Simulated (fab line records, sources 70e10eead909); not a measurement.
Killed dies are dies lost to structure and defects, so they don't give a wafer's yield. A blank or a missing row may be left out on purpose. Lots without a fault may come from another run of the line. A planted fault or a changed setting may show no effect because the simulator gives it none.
Problem report in the 8D (eight disciplines) form, filled by code | flow nand_harc | the parts of the form that need people (team, actions taken, sign-off) are left out

1. THE PROBLEM
killed_at_periphery at NHARC_END_SORT_01 reads a mean of 22.2 on 4 wafers of 2 lots; wafers without a fault read 4.2 with a standard deviation of 2.7. That is +6.7 standard deviations from the usual mean.
First seen on wafer L582.2, day 30 13:04, on prober-01. The record holds 6 wafers of 2 lots with a number at this step. Rule for "out", or "out of limits": more than 4 standard deviations from the usual mean. The other wafers with a number count as sound.

2. WHAT IT IS AND WHAT IT IS NOT
question                    | is                             | is not
which readings at this step | killed_at_periphery            | killed_at_array, killed_dies, killed_open, killed_short
which lots                  | L582, L584                     | -
which wafers of those lots  | L582.2, L582.3, L582.6, L584.6 | L584.2, L584.5
read on which gauges        | prober-01                      | -
when                        | from day 30 13:04              | up to then (0 sound wafers); but 2 sound wafers of L584 came after

3. SUSPECTS, AND WHAT RULES EACH OUT
Counting: a tool at a process step up to the reading stays a suspect if it ran every lot that is out. Sound lots after the first of them don't rule it out here, since some wafers of a struck lot are sound.
- the gauge at NHARC_END_SORT_01: kept. All the wafers that are out were read on prober-01, and no step on other tools shows them out.
- cvd_w-02 at NHARC_P_CONTACT_CVD_23 (deposits W, target thk 200 nm, time 557 s): kept. It ran every lot that is out, first L582 (day 12 22:18).
- rtp_anneal-02 at NHARC_THIN_TSV_ANNEAL_52 (time 90 s): kept. It ran every lot that is out, first L582 (day 30 02:25).
- Within cvd_w-02 at NHARC_P_CONTACT_CVD_23: the wafers that are out ran in chamber 0; their sound lot-mates ran in chamber 1.
Left after counting: cvd_w-02 at NHARC_P_CONTACT_CVD_23, rtp_anneal-02 at NHARC_THIN_TSV_ANNEAL_52, prober-01 at NHARC_END_SORT_01.

4. THE CAUSE (what the simulator had put in)
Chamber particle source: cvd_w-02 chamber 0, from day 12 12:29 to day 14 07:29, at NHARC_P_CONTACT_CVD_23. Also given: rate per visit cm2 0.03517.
Counting left 3 suspects, and this tool is among them.

5. THE CHAIN OF EFFECTS, in route order
Each row: a reading whose mean over the struck wafers that have a number lies more than 3 standard deviations from the usual. Only readings for which the record gives a usual standard deviation are gone through. hours: the time from each lot's start at the first step in this table that gives one to its start at this step, as a median over the lots. sigmas: the change in usual standard deviations.
hours | step              | reading             | usual | on struck wafers | change | sigmas
0     | NHARC_END_SORT_01 | killed_at_periphery | 4.2   | 22.2             | +18.1  | +6.7

6. WHAT WOULD HAVE CAUGHT IT SOONER
In this record the first reading out of limits at a measuring or inspecting step was taken at day 30 13:04, 433 hours after the fault began at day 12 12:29.
Of the tool readings at NHARC_P_CONTACT_CVD_23 for which the record gives a usual standard deviation, none was out on any struck wafer, so an alarm limit of 4 standard deviations on them would not have fired.
All the lots that are out (2) had begun NHARC_P_CONTACT_CVD_23 on cvd_w-02 by day 30 13:04. A hold on the tool at that time would have spared none of them.
